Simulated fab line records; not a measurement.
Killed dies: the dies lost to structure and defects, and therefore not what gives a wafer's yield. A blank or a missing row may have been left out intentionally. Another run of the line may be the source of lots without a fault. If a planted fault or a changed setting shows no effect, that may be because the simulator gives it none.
Matching of chambers | flow nand harc | NHARC_A_STAIRCASE_ETCH_313 on rie diel-01 has 4 sister chambers
The step etches the open film in CF4/CHF3. 4 wafers are shown with their chamber, then 10 later ones without.

WAFERS WITH THEIR CHAMBER
wafer  | chamber | showerhead plenum p Torr (Torr)
L086.2 | 2       | 1.55
L086.6 | 0       | 1.53
L090.1 | 3       | 1.48
L090.4 | 1       | 1.61

WAFERS WITHOUT THEIR CHAMBER
wafer  | showerhead plenum p Torr (Torr)
L090.6 | 1.48
L089.1 | 1.53
L089.3 | 1.54
L089.6 | 1.48
L092.1 | 1.48
L092.2 | 1.61
L092.6 | 1.55
L094.2 | 1.48
L094.4 | 1.53
L094.5 | 1.61

CHAMBER TAKEN BY EACH
wafer  | from the rows above     | in truth
L090.6 | 3                       | 3
L089.1 | 0                       | 0
L089.3 | can't be placed: 0 or 2 | 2
L089.6 | 3                       | 3
L092.1 | 3                       | 3
L092.2 | 1                       | 1
L092.6 | 2                       | 2
L094.2 | 3                       | 3
L094.4 | 0                       | 0
L094.5 | 1                       | 1
9 of 10 placed correctly. These rows do not allow placing 1 (true chamber among the candidates in 1). Placed wrongly: 0.
How it was worked out, from the rows above alone: a wafer's distance from a chamber is the root of the sum, over the readings, of the square of ((its reading less the chamber's mean) divided by the reading's scatter). The wafer belongs to the nearest chamber; if the next one is less than 2 further off, it can't be placed. Each chamber's mean is taken over the wafers shown for it. The scatter: with one shown wafer a chamber, the root of the mean of the squares of how far each hidden wafer lies from its nearest shown one.
